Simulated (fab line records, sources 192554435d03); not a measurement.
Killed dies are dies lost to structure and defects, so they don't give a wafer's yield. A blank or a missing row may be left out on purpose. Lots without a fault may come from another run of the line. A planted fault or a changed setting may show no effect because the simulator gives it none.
fab line records | flow n5_finfet
record lots=6 wafers=18 last_day=21
route steps=1938 shown FIN_SAQP@97 BEOL_M4@1111 PASSIVATION@1936
lots that met no fault: from a run of the same line without faults
start_h: hours from the record's first day to the start of the lot's first wafer shown | wait_h: hours since the lot's step before | " the same as in the row above | L1.1+2: a row that stands for several wafers | - no value, or no start given | * or withheld: withheld | < > ~ a bound
route shown NAME@n: a module of which the file shows steps, and the number in the route of the first | usual: mean/standard deviation of fault-free wafers | same: alike in all rows | chamber/n: place in a boat | sites: the reading at each site | _std_site: their standard deviation | _edge_site: outer sites' mean less inner sites' | radius_mm: how far each site lies from the wafer's centre | mask NAME#n: copy n | behind: the tool/chamber that last shaped the wafer | hold: why the lot was held/for how many hours/how that ended | device: the transistor (n, p or np) that didn't switch | end of line: the same wafers' tests at the end of the route | a step without rows: its recipe alone | killed: dies lost to structure and defects at the first sort, not the wafer's yield | map: a wafer's dies, x killed, . not, _ none there
set.NAME: the setting as run; set.NAME@STEP: as run at that earlier step | model.NAME: the simulator's own value behind a step, which no gauge read
lots at some steps of the route; a table a step, a row a wafer
services: from which hour (start_h, from the record's first day; less than 0 if before it) a tool's chamber was out of use, for how many hours, and why
## steps
# step N5_FIN_SAQP_THK_MEAS_05
# usual thk_nm=38.0/0.47
# columns lot.wafer tool chamber start_h wait_h thk_nm
L458.2 film_metro-02 - 21.75 0.1 37.0
L458.4 " - " " 37.5
L458.6 " - " " 38.3
L461.2 film_metro-01 - 39.83 0.1 38.5
L461.3 " - " " 38.2
L461.5 " - " " 39.2
L462.1 film_metro-02 - 45.42 0.1 37.2
L462.2 " - " " 37.5
L462.3 " - " " 37.6
L464.1 film_metro-02 - 57.44 0.1 37.2
L464.2 " - " " 36.9
L464.6 " - " " 38.0
L471.1 film_metro-02 - 101.27 0.1 38.0
L471.3 " - " " 37.9
L471.5 " - " " 38.1
L476.3 film_metro-01 - 129.73 0.1 37.9
L476.4 " - " " 37.5
L476.6 " - " " 37.8
# step N5_FIN_SAQP_PECVD_47
# recipe material=a-Si target_thk_a=450 temp_c=400 precursor=SiH4/He pressure_torr=3 rf_w=100 time_s=36.3
# usual heater_power_outer_w=488/47 heater_power_w=797/63 showerhead_plenum_p_Torr=5.65/0.046 throttle_valve_pct=18.3/0.65
# columns lot.wafer tool chamber start_h wait_h heater_power_outer_w heater_power_w showerhead_plenum_p_Torr throttle_valve_pct
L458.2 pecvd-04 2 21.79 0.0 461 758 5.64 17.4
L458.4 " 1 " " 503 788 5.71 17.5
L458.6 " 0 " " 444 734 5.61 18.6
L461.2 pecvd-03 2 39.87 0.0 551 868 5.64 19.0
L461.3 " 0 " " 454 758 5.67 18.5
L461.5 " 0 " " 456 787 5.67 18.5
L462.1 pecvd-03 0 45.46 0.0 503 844 5.67 18.2
L462.2 " 1 " " 422 802 5.57 18.4
L462.3 " 2 " " 541 847 5.65 18.9
L464.1 pecvd-03 2 57.48 0.0 558 871 5.64 19.0
L464.2 " 0 " " 550 884 5.68 18.3
L464.6 " 1 " " 448 823 5.57 18.6
L471.1 pecvd-03 0 101.30 0.0 463 781 5.67 18.5
L471.3 " 2 " " 561 851 5.64 19.0
L471.5 " 1 " " 451 825 5.57 18.8
L476.3 pecvd-04 0 129.76 0.0 464 763 5.60 18.3
L476.4 " 1 " " 492 758 5.69 17.7
L476.6 " 0 " " 470 769 5.60 18.7
# step N5_FIN_SAQP_PECVD_48
# recipe material=SiNx target_thk_a=250 temp_c=400 precursor=SiH4/NH3/N2 pressure_torr=1.5 rf_w=300 time_s=22.1
# usual heater_power_outer_w=441/44 heater_power_w=736/60 showerhead_plenum_p_Torr=5.11/0.061 throttle_valve_pct=40.1/1.5
# columns lot.wafer tool chamber start_h wait_h heater_power_outer_w heater_power_w showerhead_plenum_p_Torr throttle_valve_pct
L458.2 pecvd-04 2 21.83 0.0 429 667 5.09 38.2
L458.4 " 1 " " 378 590 5.20 38.6
L458.6 " 0 " " 483 778 5.05 40.7
L461.2 pecvd-03 2 39.91 0.0 449 755 5.11 41.4
L461.3 " 0 " " 455 779 5.13 40.2
L461.5 " 0 " " 466 765 5.13 40.4
L462.1 pecvd-03 0 45.50 0.0 486 815 5.14 40.3
L462.2 " 1 " " 422 803 5.02 41.0
L462.3 " 2 " " 490 786 5.11 41.7
L464.1 pecvd-03 2 57.52 0.0 521 826 5.12 41.7
L464.2 " 0 " " 448 740 5.14 40.5
L464.6 " 1 " " 420 815 5.02 41.0
L471.1 pecvd-03 0 101.34 0.0 396 715 5.13 40.5
L471.3 " 2 " " 439 734 5.11 41.7
L471.5 " 1 " " 379 748 5.01 41.2
L476.3 pecvd-04 0 129.80 0.0 466 780 5.05 40.7
L476.4 " 1 " " 424 677 5.20 38.2
L476.6 " 0 " " 445 734 5.06 40.7
# step N5_FIN_SAQP_PECVD_06
# recipe material=a-Si target_thk_a=600 temp_c=400 precursor=SiH4/He pressure_torr=3 rf_w=100 time_s=48.1
# usual heater_power_outer_w=488/43 heater_power_w=798/63 showerhead_plenum_p_Torr=5.65/0.047 throttle_valve_pct=18.3/0.65
# columns lot.wafer tool chamber start_h wait_h heater_power_outer_w heater_power_w showerhead_plenum_p_Torr throttle_valve_pct
L458.2 pecvd-04 2 21.87 0.0 398 648 5.64 17.6
L458.4 " 1 " " 472 734 5.71 17.5
L458.6 " 0 " " 525 841 5.62 18.6
L461.2 pecvd-03 2 39.95 0.0 523 832 5.66 19.1
L461.3 " 0 " " 549 882 5.65 18.2
L461.5 " 0 " " 542 890 5.67 18.3
L462.1 pecvd-03 0 45.54 0.0 539 863 5.66 18.5
L462.2 " 1 " " 446 846 5.57 18.7
L462.3 " 2 " " 567 887 5.65 18.9
L464.1 pecvd-03 2 57.56 0.0 514 836 5.66 19.0
L464.2 " 0 " " 489 838 5.68 18.4
L464.6 " 1 " " 454 857 5.58 18.9
L471.1 pecvd-03 0 101.38 0.0 490 803 5.66 18.5
L471.3 " 2 " " 469 737 5.65 18.8
L471.5 " 1 " " 399 769 5.57 18.4
L476.3 pecvd-04 0 129.84 0.0 487 794 5.60 18.5
L476.4 " 1 " " 473 747 5.72 17.6
L476.6 " 0 " " 490 798 5.61 18.5
# step N5_FIN_SAQP_THK_MEAS_07
# usual thk_nm=60.1/0.69
# columns lot.wafer tool chamber start_h wait_h thk_nm
L458.2 film_metro-02 - 21.96 0.1 60.1
L458.4 " - " " 60.6
L458.6 " - " " 61.2
L461.2 film_metro-01 - 40.04 0.1 60.3
L461.3 " - " " 60.4
L461.5 " - " " 61.3
L462.1 film_metro-02 - 45.63 0.1 59.9
L462.2 " - " " 59.4
L462.3 " - " " 59.2
L464.1 film_metro-01 - 57.65 0.1 59.3
L464.2 " - " " 60.1
L464.6 " - " " 59.8
L471.1 film_metro-01 - 101.47 0.1 60.2
L471.3 " - " " 59.8
L471.5 " - " " 60.6
L476.3 film_metro-02 - 129.93 0.1 59.1
L476.4 " - " " 60.4
L476.6 " - " " 60.4
# step N5_FIN_SAQP_HM_DEP_72
# recipe material=SiO2 target_thk_a=120 temp_c=400 precursor=SiH4/N2O pressure_torr=0.75 rf_w=275 time_s=7.2
# usual heater_power_outer_w=459/46 heater_power_w=755/69 showerhead_plenum_p_Torr=8.12/0.13
# columns lot.wafer tool chamber start_h wait_h heater_power_outer_w heater_power_w showerhead_plenum_p_Torr
L458.2 pecvd-01 1 22.00 0.0 516 810 8.29
L458.4 " 0 " " 513 774 8.08
L458.6 " 0 " " 503 759 8.05
L461.2 pecvd-01 0 40.08 0.0 493 763 8.07
L461.3 " 0 " " 500 757 8.08
L461.5 " 1 " " 474 777 8.29
L462.1 pecvd-03 2 45.67 0.0 458 739 8.08
L462.2 " 1 " " 411 781 7.87
L462.3 " 0 " " 497 856 8.13
L464.1 pecvd-01 1 57.69 0.0 467 763 8.29
L464.2 " 2 " " 518 847 8.20
L464.6 " 1 " " 483 781 8.30
L471.1 pecvd-04 0 101.51 0.0 461 780 7.98
L471.3 " 2 " " 387 635 8.08
L471.5 " 2 " " 382 633 8.06
L476.3 pecvd-01 1 129.97 0.0 478 823 8.30
L476.4 " 0 " " 461 707 8.07
L476.6 " 2 " " 491 824 8.18
# step N5_FIN_SAQP_COAT_49
# recipe resist=SOC temp_c=250 time_s=60 spin_rpm=1500 resist_thk_nm=100
# step N5_FIN_SAQP_COAT_50
# recipe resist=SiARC temp_c=220 time_s=60 spin_rpm=1500 resist_thk_nm=35
# step N5_FIN_SAQP_COAT_10
# recipe resist=CAR-ArF spin_rpm=1500 resist_thk_nm=90
# step N5_FIN_SAQP_EBR_12
# recipe solvent=PGMEA ebr_width_mm=1.5
# step N5_FIN_SAQP_SOFTBAKE_11
# recipe temp_c=110 time_s=60 resist=CAR-ArF
# step N5_FIN_SAQP_EXPOSE_13
# recipe mask_id=FIN_CORE na=1.35 source_shape=dipole sigma_inner=0.538 sigma_outer=0.738 polarization=te target_cd_nm=35.6 dose_mj=63.25
# step N5_FIN_SAQP_PEB_14
# recipe peb_temp_c=withheld peb_time_s=60 resist=CAR-ArF
# columns lot.wafer tool chamber start_h wait_h
L458.2+4+6 litho_track-02 0 22.28 0.0
L461.2+3+5 litho_track-02 0 41.44 0.0
L462.1+2+3 litho_track-02 0 46.05 0.1
L464.1+2+6 litho_track-02 0 57.94 0.1
L471.1+3+5 litho_track-01 0 101.89 0.1
L476.3+4+6 litho_track-02 0 130.26 0.0
# step N5_FIN_SAQP_DEVELOP_15
# recipe develop_time_s=30 developer=TMAH resist=CAR-ArF dev_temp_c=23 rinse_liquid=diw dry=air_spin
# step N5_FIN_SAQP_CD_MEAS_16
# recipe target_cd_nm=35.6 landing_energy_ev=500 detector=se_inlens
# usual cd_nm=35.60/0.29
# columns lot.wafer tool chamber start_h wait_h cd_nm
L458.2 cd_sem-02 0 22.35 - 35.22
L458.4 " 0 " " 35.58
L458.6 " 0 " " 34.96
L461.2 cd_sem-01 0 41.50 - 35.47
L461.3 " 0 " " 35.57
L461.5 " 0 " " 35.04
L462.1 cd_sem-01 0 46.11 - 37.45
L462.2 " 0 " " 37.72
L462.3 " 0 " " 37.29
L464.1 cd_sem-02 0 58.01 - 37.88
L464.2 " 0 " " 37.76
L464.6 " 0 " " 37.68
L471.1 cd_sem-02 0 101.96 - 35.32
L471.3 " 0 " " 35.49
L471.5 " 0 " " 35.71
L476.3 cd_sem-01 0 130.33 - 35.39
L476.4 " 0 " " 35.53
L476.6 " 0 " " 35.93
# step N5_FIN_SAQP_OVL_MEAS_17
# recipe points_per_wafer=44
# usual FIN_CORE_OVL=0.0/1
# columns lot.wafer tool chamber start_h wait_h FIN_CORE_OVL[nm]
L458.2 overlay-02 0 22.38 0.0 0.4
L458.4 " 0 " " 0.0
L458.6 " 0 " " -0.3
L461.2 overlay-02 0 41.54 0.0 -1.2
L461.3 " 0 " " -0.2
L461.5 " 0 " " -1.5
L462.1 overlay-02 0 46.15 0.0 0.1
L462.2 " 0 " " 1.0
L462.3 " 0 " " 1.5
L464.1 overlay-01 0 58.05 0.0 -2.0
L464.2 " 0 " " -0.1
L464.6 " 0 " " 0.8
L471.1 overlay-02 0 102.00 0.0 0.6
L471.3 " 0 " " -0.1
L471.5 " 0 " " 0.2
L476.3 overlay-01 0 130.37 0.0 -0.4
L476.4 " 0 " " -1.7
L476.6 " 0 " " -0.4
# step N5_BEOL_M4_RC_MEAS_101
# usual DIBL_N=36.3/1.1 DIBL_P=36.3/1.4 IOFF_N=0.155/0.019 IOFF_P=0.211/0.027 ION_N=672/8.5 ION_P=462/5.8 SS_N=71.5/0.56 SS_P=73.3/0.52 VT_N=249.9/2.5 VT_P=-249.8/2.8
# columns lot.wafer tool chamber start_h wait_h DIBL_N[mV/V] DIBL_P[mV/V] IOFF_N[nA/um] IOFF_P[nA/um] ION_N[uA/um] ION_P[uA/um] SS_N[mV/dec] SS_P[mV/dec] VT_N[mV] VT_P[mV]
L458.2 prober-01 0 196.27 0.2 37.9 37.2 0.171 0.243 674 465 71.8 74.0 249.2 -248.8
L458.4 " 0 " " 34.5 32.6 0.110 0.165 647 452 70.7 73.0 254.2 -257.5
L458.6 " 0 " " 36.9 36.4 0.151 0.224 669 467 71.8 74.6 249.0 -248.6
L461.2 prober-01 0 219.99 0.2 36.1 36.9 0.144 0.220 668 467 71.6 72.2 251.3 -248.3
L461.3 " 0 " " 35.6 37.1 0.138 0.219 668 465 71.4 73.3 252.5 -249.1
L461.5 " 0 " " 37.0 39.1 0.171 0.263 678 469 71.3 73.4 251.1 -247.9
L462.1 prober-01 0 237.91 0.0 37.1 36.9 0.156 0.246 665 468 72.1 73.0 251.7 -246.4
L462.2 " 0 " " 35.8 35.8 0.146 0.231 665 465 71.4 73.2 251.7 -248.9
L462.3 " 0 " " 37.4 37.7 0.176 0.275 678 468 71.2 73.1 249.4 -247.6
L464.1 prober-01 0 256.89 0.0 34.6 33.0 0.116 0.163 660 453 70.9 72.6 253.1 -254.6
L464.2 " 0 " " 38.5 37.7 0.177 0.217 671 459 71.1 74.3 247.6 -254.1
L464.6 " 0 " " 36.9 36.7 0.152 0.209 665 456 71.6 73.0 250.0 -247.1
L471.1 prober-01 0 346.49 0.0 37.2 38.0 0.160 0.261 667 461 72.4 74.0 251.0 -245.5
L471.3 " 0 " " 37.6 37.7 0.167 0.255 670 464 72.8 73.9 249.2 -244.0
L471.5 " 0 " " 37.1 35.7 0.153 0.217 664 457 73.1 73.4 250.6 -251.0
L476.3 prober-02 0 385.66 0.3 37.1 35.5 0.140 0.194 659 458 71.6 73.0 252.5 -250.8
L476.4 " 0 " " 36.8 34.6 0.135 0.191 673 461 71.3 73.1 251.9 -252.1
L476.6 " 0 " " 37.7 36.3 0.159 0.218 675 465 71.8 73.4 251.1 -248.3
# step N5_PASSIVATION_PROBE_49
# usual defect_limited_yield=91.4/1.2 killed_at_M0_to_M3=34/10 killed_at_M4_up=14/5.1 killed_at_contacts=12/6.4 killed_at_front_end=38/9.3 killed_at_other=4/3 killed_dies=102/15 killed_open=67/12 killed_short=33/6.9 sort_bin_5_function=5.0/0.86 sort_bin_6_memory=3.2/0.58 sort_bin_8_speed=0.00/0.0099 sort_n_pass=1078/15 sort_yield_pct=91.4/1.2
# same gross_dies=1180 killed_at_back_side=0 sort_bin_4_leakage[%]=0
# columns lot.wafer tool chamber start_h wait_h defect_limited_yield[%] killed_at_M0_to_M3 killed_at_M4_up killed_at_contacts killed_at_front_end killed_at_other killed_dies killed_open killed_short sort_bin_5_function[%] sort_bin_6_memory[%] sort_bin_8_speed[%] sort_n_pass sort_yield_pct[%]
L458.2 prober-01 - 292.91 0.1 91.4 41 13 7 37 3 101 59 39 4.9 3.0 0 1079 91.4
L458.4 prober-01 - 293.01 0.2 89.7 42 8 16 54 2 122 68 52 5.8 4.3 0.08 1057 89.6
L458.6 prober-01 - 293.11 0.3 89.7 50 7 18 45 1 121 85 30 5.7 3.6 0 1059 89.7
L461.2 prober-01 - 330.47 0.1 91.8 26 15 5 38 13 97 64 31 5.3 2.6 0 1083 91.8
L461.3 prober-01 - 330.52 0.1 91.1 31 16 16 38 4 105 71 32 5.3 3.3 0 1075 91.1
L461.5 prober-01 - 330.62 0.2 89.7 34 13 14 53 7 121 94 25 6.0 4.0 0 1059 89.7
L462.1 prober-02 - 337.18 0.0 93.3 24 13 9 31 2 79 55 22 4.4 2.1 0 1101 93.3
L462.2 prober-02 - 337.23 0.1 93.0 29 5 15 30 4 83 50 33 4.1 2.8 0 1097 93.0
L462.3 prober-02 - 337.28 0.1 92.1 25 11 22 33 2 93 62 30 5.3 2.5 0 1087 92.1
L464.1 prober-01 - 358.31 0.0 90.4 44 16 18 31 4 113 67 46 5.8 3.3 0 1067 90.4
L464.2 prober-01 - 358.36 0.1 90.0 38 26 5 44 5 118 82 34 6.2 3.6 0 1062 90.0
L464.6 prober-01 - 358.56 0.3 91.3 27 25 5 45 1 103 58 39 4.8 3.1 0 1077 91.3
L471.1 prober-02 - 468.33 0.7 88.5 59 10 18 47 2 136 86 49 7.4 3.6 0 1044 88.5
L471.3 prober-02 - 468.43 0.8 90.3 34 17 7 56 1 115 66 46 6.0 3.5 0 1065 90.3
L471.5 prober-02 - 468.53 0.9 89.4 43 15 18 44 5 125 84 39 5.9 4.1 0 1055 89.4
L476.3 prober-01 - 498.58 0.1 92.7 26 24 3 32 1 86 59 26 4.0 2.8 0 1094 92.7
L476.4 prober-01 - 498.63 0.2 89.7 47 17 11 46 0 121 88 27 6.6 3.5 0 1059 89.7
L476.6 prober-01 - 498.73 0.3 90.0 42 25 5 44 2 118 72 42 5.6 3.6 0 1062 90.0
# killed by level:class
L458.2 BEOL_M3:geometric_particle:open=11 FIN_SAQP:geometric_particle:short=8 BEOL_M2:geometric_particle:open=8 FIN_SAQP:geometric_particle:open=5 GATE_CUT:geometric_particle:short=5 BEOL_M3:geometric_particle:short=5 STARTING-WAFER:geometric_particle:short=5 STARTING-WAFER:geometric_particle:open=5
L458.4 MOL_CONTACT_COAG:geometric_particle:open=13 BEOL_M3:geometric_particle:open=12 FIN_SAQP:geometric_particle:short=10 FIN_SAQP:geometric_particle:open=10 STI_FIN_REVEAL:geometric_particle:open=10 BEOL_M0_SAQP:geometric_particle:short=9 BEOL_M0_SAQP:geometric_particle:open=9 GATE_CUT:geometric_particle:short=8
L458.6 MOL_CONTACT_COAG:geometric_particle:open=15 STI_FIN_REVEAL:geometric_particle:open=12 BEOL_M3:geometric_particle:open=11 BEOL_M0_SAQP:geometric_particle:open=9 BEOL_M0:geometric_particle:open=7 STARTING-WAFER:geometric_particle:open=6 BEOL_M0_SAQP:geometric_particle:short=6 HKMG_FIN:area_etch=6
L461.2 STI_FIN_REVEAL:geometric_particle:open=11 FIN_SAQP:geometric_particle:open=7 BEOL_M2:geometric_particle:open=6 GATE_CUT:geometric_particle:short=5 BEOL_M0_SAQP:geometric_particle:open=5 BEOL_M3:geometric_particle:open=5 MOL_CONTACT_COAG:geometric_particle:open=4 BEOL_M0_SAQP:geometric_particle:short=4
L461.3 BEOL_M3:geometric_particle:open=18 MOL_CONTACT_COAG:geometric_particle:open=13 GATE_CUT:geometric_particle:short=7 STI_FIN_REVEAL:geometric_particle:open=6 BEOL_M4:geometric_particle:open=5 FIN_SAQP:geometric_particle:short=4 GATE_CUT:geometric_particle:open=4 BEOL_M0_SAQP:geometric_particle:open=4
L461.5 FIN_SAQP:geometric_particle:open=23 MOL_CONTACT_COAG:geometric_particle:open=13 BEOL_M2:geometric_particle:open=10 BEOL_M0_SAQP:geometric_particle:open=10 FIN_SAQP:geometric_particle:short=7 STI_FIN_REVEAL:geometric_particle:open=6 BEOL_M3:geometric_particle:open=6 GATE_CUT:geometric_particle:open=5
L462.1 BEOL_M3:geometric_particle:open=11 MOL_CONTACT_COAG:geometric_particle:open=7 FIN_SAQP:geometric_particle:open=6 BEOL_M0_SAQP:geometric_particle:open=5 ILD0:geometric_particle:open=4 GATE_CUT:geometric_particle:short=4 BEOL_M4:geometric_particle:open=4 BEOL_M5:geometric_particle:open=4
L462.2 MOL_CONTACT_COAG:geometric_particle:open=9 BEOL_M0_SAQP:geometric_particle:short=7 FIN_SAQP:geometric_particle:open=6 MOL_CONTACT_COAG:geometric_particle:short=6 BEOL_M2:geometric_particle:open=6 BEOL_M3:geometric_particle:open=6 DUMMY_GATE:geometric_particle:open=5 BEOL_M2:geometric_particle:short=4
L462.3 MOL_CONTACT_COAG:geometric_particle:open=16 FIN_SAQP:geometric_particle:open=9 BEOL_M2:geometric_particle:open=7 BEOL_M3:geometric_particle:open=7 STI_FIN_REVEAL:geometric_particle:open=6 MOL_CONTACT_COAG:geometric_particle:short=6 BEOL_M3:geometric_particle:short=6 FIN_SAQP:geometric_particle:short=4
L464.1 MOL_CONTACT_COAG:geometric_particle:open=13 BEOL_M0_SAQP:geometric_particle:open=12 BEOL_M0_SAQP:geometric_particle:short=11 BEOL_M4:geometric_particle:open=8 STI_FIN_REVEAL:geometric_particle:open=6 MOL_CONTACT_COAG:geometric_particle:short=5 BEOL_M2:geometric_particle:open=5 BEOL_M5:geometric_particle:open=5
L464.2 BEOL_M0_SAQP:geometric_particle:open=15 BEOL_M0_SAQP:geometric_particle:short=12 DUMMY_GATE:geometric_particle:open=11 BEOL_M4:geometric_particle:open=11 STI_FIN_REVEAL:geometric_particle:open=9 FIN_SAQP:geometric_particle:short=5 STARTING-WAFER:geometric_particle:open=5 FIN_SAQP:geometric_particle:open=4
L464.6 GATE_CUT:geometric_particle:short=10 STI_FIN_REVEAL:geometric_particle:open=8 BEOL_M0_SAQP:geometric_particle:open=8 BEOL_M0_SAQP:geometric_particle:short=6 BEOL_M4:geometric_particle:open=6 BEOL_M5:geometric_particle:open=6 DUMMY_GATE:geometric_particle:open=5 BEOL_M3:geometric_particle:open=5
L471.1 BEOL_M2:geometric_particle:open=19 FIN_SAQP:geometric_particle:short=18 MOL_CONTACT_COAG:geometric_particle:open=16 BEOL_M1:geometric_particle:open=12 FIN_SAQP:geometric_particle:open=11 BEOL_M0_SAQP:geometric_particle:short=9 STI_FIN_REVEAL:geometric_particle:open=6 BEOL_M0_SAQP:geometric_particle:open=5
L471.3 FIN_SAQP:geometric_particle:short=19 STI_FIN_REVEAL:geometric_particle:open=11 BEOL_M2:geometric_particle:open=9 BEOL_M0_SAQP:geometric_particle:short=8 BEOL_M5:geometric_particle:open=7 BEOL_M0_SAQP:geometric_particle:open=7 FIN_SAQP:geometric_particle:open=6 MOL_CONTACT_COAG:geometric_particle:open=6
L471.5 MOL_CONTACT_COAG:geometric_particle:open=16 FIN_SAQP:geometric_particle:open=14 BEOL_M2:geometric_particle:open=12 BEOL_M0_SAQP:geometric_particle:short=10 BEOL_M0_SAQP:geometric_particle:open=10 FIN_SAQP:geometric_particle:short=9 GATE_CUT:geometric_particle:short=5 BEOL_M3:geometric_particle:open=5
L476.3 STI_FIN_REVEAL:geometric_particle:open=10 BEOL_M4:geometric_particle:open=10 BEOL_M0_SAQP:geometric_particle:open=8 BEOL_M0_SAQP:geometric_particle:short=7 DUMMY_GATE:geometric_particle:open=7 STI_FIN_REVEAL:geometric_particle:short=4 BEOL_M2:geometric_particle:open=4 BEOL_M2:geometric_particle:short=3
L476.4 STI_FIN_REVEAL:geometric_particle:open=21 BEOL_M3:geometric_particle:open=20 BEOL_M0_SAQP:geometric_particle:open=12 STI_FIN_REVEAL:geometric_particle:short=8 MOL_CONTACT_COAG:geometric_particle:open=8 BEOL_M15:coat_microbubble_printed=5 FIN_SAQP:geometric_particle:open=4 BEOL_M0_SAQP:geometric_particle:short=4
L476.6 BEOL_M0_SAQP:geometric_particle:short=11 STI_FIN_REVEAL:geometric_particle:open=7 DUMMY_GATE:geometric_particle:open=7 BEOL_M0_SAQP:geometric_particle:open=7 BEOL_M1:geometric_particle:open=7 BEOL_M4:geometric_particle:open=7 GATE_CUT:geometric_particle:open=6 GATE_CUT:geometric_particle:short=5
## services
# columns tool chamber start_h hours kind
pecvd-03 1 -1.28 21.5 repair
pecvd-03 0 20.00 5.5 scheduled_down
pecvd-01 2 21.12 - clean
pecvd-01 2 21.12 - consumable_replace:showerhead
pecvd-01 2 21.12 29.0 scheduled_down
pecvd-01 2 21.12 29.0 vent_cycle
pecvd-03 - 31.31 1.3 repair
pecvd-01 0 59.15 15.6 repair
pecvd-03 1 65.16 3.6 repair
pecvd-01 1 101.94 5.5 scheduled_down
pecvd-01 2 113.42 2.1 scheduled_down
pecvd-03 - 118.87 2.8 pm
pecvd-03 2 127.20 5.5 scheduled_down
## key
first_sign step=N5_FIN_SAQP_CD_MEAS_16 reading=cd_nm direction=up sigmas=6.9 usual=35.60 struck=37.63
effect none on later readings
met_at N5_FIN_SAQP_PEB_14
struck_wafers L462.1,L462.2,L462.3,L464.1,L464.2,L464.6
onset_between 41.44 46.05
fault kind=process_parameter_drift tool=litho_track-02 chamber=- onset_h=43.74 steps=N5_FIN_SAQP_PEB_14 channel=peb_temp_c offset=withheld shape=step end_h=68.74 acts_in=*
